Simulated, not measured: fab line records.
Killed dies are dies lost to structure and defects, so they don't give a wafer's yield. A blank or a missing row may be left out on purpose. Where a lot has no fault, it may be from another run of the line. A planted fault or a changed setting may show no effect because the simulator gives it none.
Which of the tools did it? ; flow nand_harc ; 66 wafers from 22 lots sampled at 6 of the route's 1302 steps

## WHAT THE GAUGES SHOWED, per wafer
The record holds no reading of a measuring or inspecting step that can be judged against a usual standard deviation.

## WHICH TOOL RAN EACH LOT (tool, then ch and the chambers of the sampled wafers, then the start)
lot;NHARC_A_CHANNEL_HOLE_D1_XSEM_31;NHARC_A_CHANNEL_FILL_D1_STRIP_29;NHARC_A_CHANNEL_HOLE_D2_ETCH_16;NHARC_A_CHANNEL_HOLE_D2_ETCH_22;NHARC_A_CHANNEL_HOLE_D2_ETCH_44;NHARC_A_CHANNEL_FILL_D2_ALD_03
L074;xsem-02 ch 0, day 8 17:17;rie_diel-06 ch 1,2, day 13 03:31 or earlier;rie_diel-12 ch 0,1, day 13 03:31 or earlier;har_etch-01 ch 0,1, day 13 03:31;rie_diel-04 ch 0,3, day 13 07:23;ald_sin_batch-03 ch 0, no start
L075;xsem-01 ch 0, day 9 02:06;rie_diel-08 ch 0,1,2, day 10 22:01;rie_diel-03 ch 1,2,3, day 13 10:47 or earlier;har_etch-02 ch 0,1, day 13 10:47;rie_diel-04 ch 0,3, day 13 14:28;ald_sin_batch-03 ch 0, no start
L076;xsem-02 ch 0, day 9 14:56;rie_diel-08 ch 0,1, day 14 02:33 or earlier;rie_diel-03 ch 0,1,2, day 14 02:33 or earlier;har_etch-02 ch 0,1, day 14 02:33;rie_diel-03 ch 0,1,2, day 14 06:14;ald_sin_batch-03 ch 0, no start
L078;xsem-01 ch 0, day 10 10:21;rie_diel-07 ch 2,3, day 15 00:44 or earlier;rie_diel-04 ch 0,1,3, day 15 00:44 or earlier;har_etch-02 ch 0,1, day 15 00:44;rie_diel-04 ch 1,2,3, day 15 04:27;ald_sin_batch-02 ch 0, no start
L077;xsem-02 ch 0, day 10 13:58;rie_diel-08 ch 1,2,3, day 12 07:09;rie_diel-12 ch 0,1,2, day 15 01:14 or earlier;har_etch-01 ch 0,1, day 15 01:14;rie_diel-03 ch 0,2,3, day 15 05:07;ald_sin_batch-02 ch 0, no start
L079;xsem-01 ch 0, day 10 22:05;rie_diel-08 ch 0,2,3, day 15 04:56 or earlier;rie_diel-12 ch 0,1, day 15 04:56 or earlier;har_etch-02 ch 0,1, day 15 04:56;rie_diel-03 ch 1,2,3, day 15 08:35;ald_sin_batch-01 ch 0, no start
L080;xsem-02 ch 0, day 11 08:19;rie_diel-06 ch 0,1, day 15 12:50 or earlier;rie_diel-04 ch 0,1,3, day 15 12:50 or earlier;har_etch-02 ch 0,1, day 15 12:50;rie_diel-04 ch 1,2,3, day 15 16:36;ald_sin_batch-03 ch 0, no start
L081;xsem-02 ch 0, day 11 18:20;rie_diel-06 ch 0,2, day 16 01:12 or earlier;rie_diel-03 ch 0,1,2, day 16 01:12 or earlier;har_etch-01 ch 0,1, day 16 01:12;rie_diel-04 ch 1,2,3, day 16 04:59;ald_sin_batch-03 ch 0, no start
L083;xsem-02 ch 0, day 12 07:05;rie_diel-08 ch 0,2,3, day 16 17:11 or earlier;rie_diel-04 ch 0,1,3, day 16 17:11 or earlier;har_etch-01 ch 0,1, day 16 17:11;rie_diel-04 ch 0,2,3, day 16 21:04;ald_sin_batch-01 ch 0, no start
L082;xsem-01 ch 0, day 12 08:19;rie_diel-07 ch 0,1,3, day 14 03:31;rie_diel-04 ch 2,3, day 16 21:33 or earlier;har_etch-01 ch 0,1, day 16 21:33;rie_diel-04 ch 0,1,2, day 17 01:14;ald_sin_batch-02 ch 0, no start
L084;xsem-02 ch 0, day 12 18:17;rie_diel-06 ch 1,2, day 17 06:10 or earlier;rie_diel-03 ch 0,1,2, day 17 06:10 or earlier;har_etch-01 ch 0,1, day 17 06:10;rie_diel-04 ch 1,2, day 17 10:01;ald_sin_batch-02 ch 0, no start
L085;xsem-01 ch 0, day 13 06:44;rie_diel-08 ch 1,2,3, day 17 19:30 or earlier;rie_diel-04 ch 1,2,3, day 17 19:30 or earlier;har_etch-01 ch 0,1, day 17 19:30;rie_diel-03 ch 0,1,3, day 17 23:16;ald_sin_batch-02 ch 0, no start
L086;xsem-02 ch 0, day 13 16:34;rie_diel-08 ch 0,1,3, day 18 02:26 or earlier;rie_diel-12 ch 0,2,3, day 18 02:26 or earlier;har_etch-02 ch 0,1, day 18 02:26;rie_diel-03 ch 0,1,2, day 18 06:52;ald_sin_batch-02 ch 0, no start
L089;xsem-01 ch 0, day 14 18:15;rie_diel-06 ch 1,2,3, day 19 02:08 or earlier;rie_diel-12 ch 0,1,2, day 19 02:08 or earlier;har_etch-02 ch 0, day 19 02:08;rie_diel-04 ch 0,3, day 19 05:59;ald_sin_batch-01 ch 0, no start
L087;xsem-02 ch 0, day 14 21:23;rie_diel-07 ch 0,1,2, day 19 05:10 or earlier;rie_diel-04 ch 0,2,3, day 19 05:10 or earlier;har_etch-01 ch 0,1, day 19 05:10;rie_diel-12 ch 0,2,3, day 19 09:01;ald_sin_batch-01 ch 0, no start
L090;xsem-02 ch 0, day 15 13:59;rie_diel-06 ch 0,2, day 20 00:06 or earlier;rie_diel-04 ch 0,2, day 20 00:06 or earlier;har_etch-02 ch 0,1, day 20 00:06;rie_diel-04 ch 2,3, day 20 03:58;ald_sin_batch-01 ch 0, no start
L091;xsem-02 ch 0, day 15 20:58;rie_diel-06 ch 1,2,3, day 20 10:40 or earlier;rie_diel-12 ch 0,1,2, day 20 10:40 or earlier;har_etch-02 ch 0, day 20 10:40;rie_diel-04 ch 1,2, day 20 14:32;ald_sin_batch-01 ch 0, no start
L092;xsem-02 ch 0, day 16 09:09;rie_diel-06 ch 0,1,2, day 20 20:49 or earlier;rie_diel-03 ch 0,1,3, day 20 20:49 or earlier;har_etch-02 ch 0,1, day 20 20:49;rie_diel-12 ch 0,1,3, day 21 00:41;ald_sin_batch-02 ch 0, no start
L093;xsem-02 ch 0, day 16 15:23;rie_diel-07 ch 0,1,2, day 18 10:49;rie_diel-03 ch 0,1, day 21 04:02 or earlier;har_etch-02 ch 0,1, day 21 04:02;rie_diel-03 ch 2,3, day 21 07:47;ald_sin_batch-01 ch 0, no start
L094;xsem-01 ch 0, day 17 07:05;rie_diel-07 ch 0,3, day 21 18:55 or earlier;rie_diel-03 ch 0,2,3, day 21 18:55 or earlier;har_etch-02 ch 1, day 21 18:55;rie_diel-04 ch 1,2,3, day 21 22:46;ald_sin_batch-03 ch 0, no start
L095;xsem-01 ch 0, day 17 15:05;rie_diel-08 ch 1,3, day 22 06:28 or earlier;rie_diel-04 ch 0,2,3, day 22 06:28 or earlier;har_etch-01 ch 1, day 22 06:28;rie_diel-03 ch 1,2, day 22 10:14;ald_sin_batch-03 ch 0, no start
L097;xsem-01 ch 0, day 18 17:58;rie_diel-08 ch 0,1, day 23 09:45 or earlier;rie_diel-03 ch 2,3, day 23 09:45 or earlier;har_etch-02 ch 0,1, day 23 09:45;rie_diel-04 ch 0,2,3, day 23 13:31;ald_sin_batch-02 ch 0, no start
- NHARC_A_CHANNEL_HOLE_D1_XSEM_31
- NHARC_A_CHANNEL_FILL_D1_STRIP_29: strips in O2, time 20 s.
- NHARC_A_CHANNEL_HOLE_D2_ETCH_16: etches the open film in O2/COS, target depth 3100 nm, time 806 s.
- NHARC_A_CHANNEL_HOLE_D2_ETCH_22: etches the open film in C4F8/O2/Ar, time 666.7 s, target depth 1600 nm.
- NHARC_A_CHANNEL_HOLE_D2_ETCH_44: etches the open film in CF4/O2, target depth 140 nm, overetch 14 nm, time 77 s.
- NHARC_A_CHANNEL_FILL_D2_ALD_03: deposits SiNx, target thk 6 nm, pulse time 60 s, ald cycles 58.

## WHAT THE TOOLS THEMSELVES READ (means of the sampled wafers that have a number; where no wafer has one, the mark that the record gives instead)
NHARC_A_CHANNEL_HOLE_D1_XSEM_31. Usual: bot_cd_nm 75.0 nm, standard deviation 1.2; bow_nm 8.66 nm, standard deviation 0.29; tilt_deg 0.07 degrees, standard deviation 0.042.
lot;tool;bot_cd_nm (nm);bow_nm (nm);tilt_deg (degrees);flag
L074;xsem-02;76.6;9.14;0.01;
L075;xsem-01;74.7;8.32;0.05;
L076;xsem-02;77.0;8.55;0.05;
L078;xsem-01;75.4;8.75;0.13;
L077;xsem-02;73.7;8.84;0.15;
L079;xsem-01;74.4;8.39;0.08;
L080;xsem-02;75.8;8.93;0.03;
L081;xsem-02;74.1;8.65;0.08;
L083;xsem-02;75.0;8.97;0.04;
L082;xsem-01;75.8;9.17;0.12;
L084;xsem-02;75.3;8.52;0.07;
L085;xsem-01;75.0;8.62;0.06;
L086;xsem-02;74.3;8.56;0.07;
L089;xsem-01;73.9;9.08;0.02;
L087;xsem-02;75.4;8.83;0.12;
L090;xsem-02;74.2;8.63;0.04;
L091;xsem-02;75.2;8.63;0.04;
L092;xsem-02;76.8;8.34;0.09;
L093;xsem-02;74.4;8.88;0.07;
L094;xsem-01;75.4;8.89;0.09;
L095;xsem-01;74.2;8.01;0.01;
L097;xsem-01;74.4;8.27;0.14;

NHARC_A_CHANNEL_FILL_D1_STRIP_29. Usual: drypump_motor_current_A 5.9 A, standard deviation 0.47; oes_product_au 1.001 a.u., standard deviation 0.0078; rf_vpp_V 57.9 V, standard deviation 0.85; showerhead_plenum_p_Torr 3.59 Torr, standard deviation 0.14; throttle_valve_pct 17.035 %, standard deviation 0.0095.
lot;tool;drypump_motor_current_A (A);oes_product_au (a.u.);rf_vpp_V (V);showerhead_plenum_p_Torr (Torr);throttle_valve_pct (%);flag
L074;rie_diel-06;6.1;1.005;58.4;3.65;17.027;
L075;rie_diel-08;5.9;1.002;57.4;3.54;17.046;
L076;rie_diel-08;5.9;0.994;57.7;3.59;17.034;
L078;rie_diel-07;5.8;0.997;57.8;3.60;17.040;
L077;rie_diel-08;5.6;1.006;58.0;3.47;17.030;
L079;rie_diel-08;5.4;1.000;57.6;3.39;17.039;
L080;rie_diel-06;6.1;1.016;58.0;3.62;17.038;
L081;rie_diel-06;5.8;1.009;57.9;3.64;17.035;
L083;rie_diel-08;5.4;1.009;57.1;3.39;17.032;
L082;rie_diel-07;6.3;0.994;58.1;3.66;17.035;
L084;rie_diel-06;6.1;0.991;57.9;3.65;17.027;
L085;rie_diel-08;5.6;1.006;56.9;3.47;17.035;
L086;rie_diel-08;5.6;1.001;57.0;3.52;17.040;
L089;rie_diel-06;5.9;1.000;57.2;3.66;17.030;
L087;rie_diel-07;6.2;0.994;58.4;3.67;17.035;
L090;rie_diel-06;5.6;0.998;57.9;3.65;17.026;
L091;rie_diel-06;5.9;1.003;57.8;3.66;17.041;
L092;rie_diel-06;6.0;0.999;58.0;3.64;17.036;
L093;rie_diel-07;6.2;1.006;58.6;3.67;17.029;
L094;rie_diel-07;6.1;0.989;58.3;3.61;17.035;
L095;rie_diel-08;5.3;0.994;57.9;3.46;17.035;
L097;rie_diel-08;6.1;1.000;58.6;3.67;17.031;

NHARC_A_CHANNEL_HOLE_D2_ETCH_16. Usual: bias_w 300.0 W, standard deviation 0.97; drypump_motor_current_A 5.9 A, standard deviation 0.47; oes_product_au 0.998 a.u., standard deviation 0.0073; rf_vpp_V 313.2 V, standard deviation 1.6; showerhead_plenum_p_Torr 3.06 Torr, standard deviation 0.095; throttle_valve_pct 28.329 %, standard deviation 0.0091.
lot;tool;bias_w (W);drypump_motor_current_A (A);oes_product_au (a.u.);rf_vpp_V (V);showerhead_plenum_p_Torr (Torr);throttle_valve_pct (%);flag
L074;rie_diel-12;300.6;5.2;1.002;314.5;3.12;28.333;
L075;rie_diel-03;300.8;6.1;0.996;312.1;3.00;28.334;
L076;rie_diel-03;300.1;6.1;0.988;313.7;3.06;28.337;
L078;rie_diel-04;299.8;5.7;0.994;313.3;3.00;28.325;
L077;rie_diel-12;299.0;5.8;1.005;315.9;3.19;28.338;
L079;rie_diel-12;300.2;5.7;1.004;314.5;3.15;28.332;
L080;rie_diel-04;301.1;5.7;1.002;312.7;3.00;28.331;
L081;rie_diel-03;299.3;6.1;1.000;313.2;3.05;28.329;
L083;rie_diel-04;300.6;5.7;0.992;312.1;3.00;28.332;
L082;rie_diel-04;299.4;5.6;1.007;311.6;3.00;28.336;
L084;rie_diel-03;299.7;6.1;0.996;312.4;3.05;28.330;
L085;rie_diel-04;300.9;5.7;1.000;312.1;3.02;28.323;
L086;rie_diel-12;300.4;5.7;1.001;315.1;3.16;28.333;
L089;rie_diel-12;299.7;5.8;1.009;315.1;3.19;28.334;
L087;rie_diel-04;299.8;5.7;0.998;312.1;2.99;28.322;
L090;rie_diel-04;299.8;5.9;0.993;311.9;2.99;28.324;
L091;rie_diel-12;299.8;5.8;1.002;315.4;3.18;28.332;
L092;rie_diel-03;300.0;6.2;1.001;313.2;3.05;28.330;
L093;rie_diel-03;300.6;6.5;1.002;314.9;3.11;28.329;
L094;rie_diel-03;299.8;5.9;0.997;312.1;2.99;28.321;
L095;rie_diel-04;298.9;5.8;0.993;312.4;2.99;28.322;
L097;rie_diel-03;300.6;5.8;1.005;312.2;2.94;28.325;

NHARC_A_CHANNEL_HOLE_D2_ETCH_22. Usual: drypump_motor_current_A 5.7 A, standard deviation 0.4; showerhead_plenum_p_Torr 3.65 Torr, standard deviation 0.14; throttle_valve_pct 32.155 %, standard deviation 0.0088.
lot;tool;drypump_motor_current_A (A);showerhead_plenum_p_Torr (Torr);throttle_valve_pct (%);flag
L074;har_etch-01;5.5;3.63;32.160;
L075;har_etch-02;5.7;3.62;32.155;
L076;har_etch-02;5.7;3.55;32.159;
L078;har_etch-02;5.8;3.54;32.158;
L077;har_etch-01;6.0;3.57;32.159;
L079;har_etch-02;5.8;3.53;32.157;
L080;har_etch-02;5.8;3.53;32.154;
L081;har_etch-01;5.5;3.61;32.148;
L083;har_etch-01;6.0;3.56;32.156;
L082;har_etch-01;5.9;3.56;32.153;
L084;har_etch-01;5.5;3.59;32.163;
L085;har_etch-01;5.5;3.59;32.157;
L086;har_etch-02;5.7;3.75;32.149;
L089;har_etch-02;5.7;3.65;32.153;
L087;har_etch-01;6.0;3.54;32.154;
L090;har_etch-02;5.8;3.83;32.152;
L091;har_etch-02;5.7;3.64;32.151;
L092;har_etch-02;5.7;3.73;32.155;
L093;har_etch-02;5.7;3.72;32.148;
L094;har_etch-02;5.8;3.90;32.151;
L095;har_etch-01;5.1;3.61;32.156;
L097;har_etch-02;5.8;3.80;32.160;

NHARC_A_CHANNEL_HOLE_D2_ETCH_44. Usual: bias_w 100.02 W, standard deviation 0.3; drypump_motor_current_A 5.8 A, standard deviation 0.41; oes_product_au 0.997 a.u., standard deviation 0.0068; rf_vpp_V 197.0 V, standard deviation 0.89; showerhead_plenum_p_Torr 1.30 Torr, standard deviation 0.034; throttle_valve_pct 13.398 %, standard deviation 0.01.
lot;tool;bias_w (W);drypump_motor_current_A (A);oes_product_au (a.u.);rf_vpp_V (V);showerhead_plenum_p_Torr (Torr);throttle_valve_pct (%);flag
L074;rie_diel-04;99.88;5.8;1.000;196.9;1.27;13.401;
L075;rie_diel-04;100.29;5.6;0.991;196.5;1.28;13.408;
L076;rie_diel-03;100.11;6.1;0.994;197.0;1.31;13.403;
L078;rie_diel-04;99.81;5.6;1.005;196.2;1.29;13.410;
L077;rie_diel-03;100.16;5.9;0.991;197.2;1.28;13.390;
L079;rie_diel-03;100.13;6.1;0.991;196.9;1.28;13.408;
L080;rie_diel-04;100.04;5.6;1.000;196.2;1.29;13.396;
L081;rie_diel-04;99.82;5.7;1.000;196.7;1.29;13.402;
L083;rie_diel-04;100.01;5.7;0.997;196.8;1.28;13.398;
L082;rie_diel-04;100.10;5.8;0.991;197.0;1.29;13.396;
L084;rie_diel-04;99.72;5.7;0.999;196.8;1.29;13.392;
L085;rie_diel-03;99.93;6.2;0.999;197.3;1.30;13.398;
L086;rie_diel-03;99.88;6.1;0.997;198.0;1.30;13.398;
L089;rie_diel-04;100.12;5.6;0.992;196.3;1.28;13.395;
L087;rie_diel-12;99.85;5.7;0.996;197.6;1.35;13.404;
L090;rie_diel-04;100.06;5.5;0.997;197.3;1.28;13.390;
L091;rie_diel-04;100.15;5.8;0.995;197.2;1.29;13.398;
L092;rie_diel-12;99.76;5.6;0.998;197.3;1.34;13.400;
L093;rie_diel-03;100.29;5.8;0.998;196.5;1.26;13.402;
L094;rie_diel-04;100.14;5.7;1.000;197.0;1.29;13.388;
L095;rie_diel-03;99.99;6.0;0.993;196.8;1.28;13.398;
L097;rie_diel-04;99.77;5.7;1.003;196.8;1.28;13.397;

NHARC_A_CHANNEL_FILL_D2_ALD_03. Usual: precursor_pulse_height_rel at 0.999, with a standard deviation of 0.02.
lot;tool;precursor_pulse_height_rel;flag
L074;ald_sin_batch-03;0.994;
L075;ald_sin_batch-03;1.005;
L076;ald_sin_batch-03;1.002;
L078;ald_sin_batch-02;1.005;
L077;ald_sin_batch-02;0.994;
L079;ald_sin_batch-01;0.998;
L080;ald_sin_batch-03;1.002;
L081;ald_sin_batch-03;0.998;
L083;ald_sin_batch-01;1.005;
L082;ald_sin_batch-02;1.006;
L084;ald_sin_batch-02;0.989;
L085;ald_sin_batch-02;1.007;
L086;ald_sin_batch-02;0.990;
L089;ald_sin_batch-01;0.992;
L087;ald_sin_batch-01;0.990;
L090;ald_sin_batch-01;1.014;
L091;ald_sin_batch-01;1.016;
L092;ald_sin_batch-02;1.000;
L093;ald_sin_batch-01;1.010;
L094;ald_sin_batch-03;0.978;
L095;ald_sin_batch-03;0.990;
L097;ald_sin_batch-02;1.004;

## THE ANSWER, worked out from the rows above alone
Rule: lot off if the mean of its wafers having a number is beyond 3 standard deviations from the usual mean. A lot without any number at a reading at which 4 lots or more have one is off too. The other lots that the step has rows for count as sound. After the gauges, taken in route order, come the tools' own readings; for these a lot's mean is taken, as printed above. The first step at which some lot is off is used, and at that step the reading that is off furthest; a lot without a number counts as furthest.
No lot is off at any reading shown: from this, nothing can be told.

## WHAT THE SIMULATOR HAD INSERTED
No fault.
